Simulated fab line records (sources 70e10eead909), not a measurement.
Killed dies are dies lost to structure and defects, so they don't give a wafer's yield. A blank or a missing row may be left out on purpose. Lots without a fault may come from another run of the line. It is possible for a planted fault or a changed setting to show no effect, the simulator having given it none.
Problem report, 8D (eight disciplines) form, completed by code :: flow nand-harc :: the parts of the form that need people (team, actions taken, sign-off) are left out

1. PROBLEM STATEMENT
At NHARC_A_SOURCE_PLATE_INSPECT_08, raw-defect-count averages 936 over 6 wafers from 2 lots, while fault-free wafers read 56, standard deviation 24. Relative to the usual mean, that is a shift of +37 standard deviations.
Seen first at day 9 01:17 on defect-inspect-01, wafer L203.2. The record holds 42 wafers of 14 lots with a number at this step. Rule for "out", or "out of limits": more than 4 standard deviations from the usual mean. The other wafers with a number count as sound.

2. WHAT IT IS; WHAT IT IS NOT
question: which readings at this step
is: raw-defect-count
is not: -

question: which lots
is: L202, L203
is not: L196, L197, L198, L199, L200, L211, L214, L215, L216, L217, L218, L219

question: which wafers of those lots
is: all that have a number
is not: -

question: read on which gauges
is: defect-inspect-01, defect-inspect-02
is not: -

question: when
is: from day 9 01:17
is not: up to then (15 sound wafers); but 21 sound wafers of L211, L214, L215, L216, L217, L218, L219 came after

3. SUSPECTS, AND WHAT RULES EACH OUT
Counting: a tool stays on the suspect list if, at a process step up to the reading, it processed all lots that are out and no sound lot following the first of them.
- the gauge at NHARC_A_SOURCE_PLATE_INSPECT_08 is ruled out. 2 gauges (defect-inspect-01, defect-inspect-02) read the wafers that are out.
- wet-bench-02 at NHARC_A_SOURCE_PLATE_PRECLEAN_00 (cleans in HF-LAST, time 60 s): ruled out as a lasting fault. The sound lots L217 went through it after L203, its earliest lot that is out (day 8 02:33).
Left after counting: nothing in the record.

4. THE CAUSE (what the simulator had put in)
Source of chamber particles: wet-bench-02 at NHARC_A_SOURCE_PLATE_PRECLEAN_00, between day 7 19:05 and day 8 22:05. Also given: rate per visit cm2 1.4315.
Counting ruled it out, wrongly: the rule takes a fault to strike every lot that its tool runs from its start on, and this one did not.

5. THE CHAIN OF EFFECTS, in route order
Each row: a reading whose mean over the struck wafers that have a number lies more than 3 standard deviations from the usual. Only readings whose record carries a usual standard deviation are examined. hours: median over the lots of the time between each lot's start at the first step of this table that gives one and its start at this step. sigmas: the change, counted in usual standard deviations.
hours: 0
step: NHARC_A_SOURCE_PLATE_INSPECT_08
reading: raw-defect-count
usual: 56
on struck wafers: 936
change: +880
sigmas: +37

hours: 284
step: NHARC_END_SORT_01
reading: killed-at-array
usual: 27
on struck wafers: 108
change: +80
sigmas: +7.3

hours: 284
step: NHARC_END_SORT_01
reading: killed-dies
usual: 31
on struck wafers: 112
change: +82
sigmas: +6.8
Later steps that measure or inspect, where all struck wafers having a row at the step show a number for every such reading and not one has moved that far: NHARC_A_ONON_D1_THK_MEAS_02.

6. HOW IT WOULD HAVE BEEN CAUGHT EARLIER
In this record the first reading out of limits at a measuring or inspecting step was taken at day 9 01:17, 30 hours after the fault began at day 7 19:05.
